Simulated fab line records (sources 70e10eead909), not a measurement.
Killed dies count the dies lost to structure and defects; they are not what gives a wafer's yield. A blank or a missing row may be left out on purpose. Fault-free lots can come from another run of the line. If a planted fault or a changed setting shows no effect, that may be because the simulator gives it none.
Which tool was responsible? | flow nand harc | 24 lots (72 wafers sampled), 1 step of a 1159-step route

WHAT THE GAUGES READ, wafer by wafer
NHARC_A_SLIT_CD_MEAS_09: the cd target is 300 nm. Usual: 300.0 nm for cd nm, sd 0.46.
lot  | measured     | on        | cd nm (nm)        | flag
L075 | day 14 03:20 | cd sem-01 | 299.7 299.6 299.7 |
L074 | day 14 04:03 | cd sem-02 | 299.4 300.1 299.6 |
L077 | day 14 15:40 | cd sem-03 | 300.1 299.3 299.9 |
L076 | day 14 16:59 | cd sem-02 | 300.0 300.3 299.8 |
L078 | day 15 14:44 | cd sem-01 | 299.9 299.8 299.9 |
L079 | day 15 14:59 | cd sem-03 | 300.3 299.2 299.8 |
L080 | day 16 07:07 | cd sem-02 | 300.5 299.7 300.3 |
L081 | day 16 09:14 | cd sem-01 | 298.3 300.0 299.3 |
L082 | day 16 09:52 | cd sem-02 | 301.3 300.9 300.7 |
L084 | day 16 18:42 | cd sem-01 | 300.4 300.4 300.2 |
L083 | day 16 18:58 | cd sem-01 | 300.1 300.3 300.4 |
L087 | day 17 10:52 | cd sem-03 | 300.3 300.4 299.7 |
L085 | day 17 11:26 | cd sem-02 | 300.0 299.9 300.1 |
L086 | day 17 11:35 | cd sem-02 | 300.6 299.9 300.7 |
L089 | day 17 21:37 | cd sem-02 | 299.7 299.5 299.3 |
L088 | day 17 21:46 | cd sem-03 | 300.0 301.5 300.5 |
L090 | day 18 11:57 | cd sem-03 | 300.4 299.9 300.5 |
L091 | day 18 13:10 | cd sem-01 | 300.1 300.4 300.0 |
L092 | day 18 22:49 | cd sem-03 | 300.5 300.4 300.7 |
L093 | day 19 14:25 | cd sem-03 | 300.0 300.2 299.5 |
L096 | day 19 14:44 | cd sem-03 | 301.1 300.4 300.7 |
L094 | day 19 16:36 | cd sem-03 | 299.6 300.2 300.0 |
L095 | day 19 20:17 | cd sem-01 | 300.2 299.5 299.2 |
L097 | day 20 11:38 | cd sem-02 | 299.9 300.0 300.6 |

EACH LOT AND THE TOOL THAT RAN IT (in order: tool; ch and the chambers of the sampled wafers; start)
Record: no process step prior to these readings.

WHAT THE TOOLS THEMSELVES READ (means of the sampled wafers that have a number; where no wafer has one, the mark that the record gives instead)
The record holds no such reading with a usual standard deviation.

THE ANSWER, worked out from the rows above alone
Rule: lot off if the mean of its wafers having a number is beyond 3 standard deviations from the usual mean. A lot without any number at a reading at which 4 lots or more have one is off too. Any other lot the step has rows for is counted as sound. Order of review: gauges by route order, followed by the tools' own readings, for which a lot's mean as printed above is used. The first step at which some lot is off is used, and at that step the reading that is off furthest; a lot without a number counts as furthest.
No lot is off at any reading shown: from this, nothing can be told.

WHAT WAS PUT IN BY THE SIMULATOR
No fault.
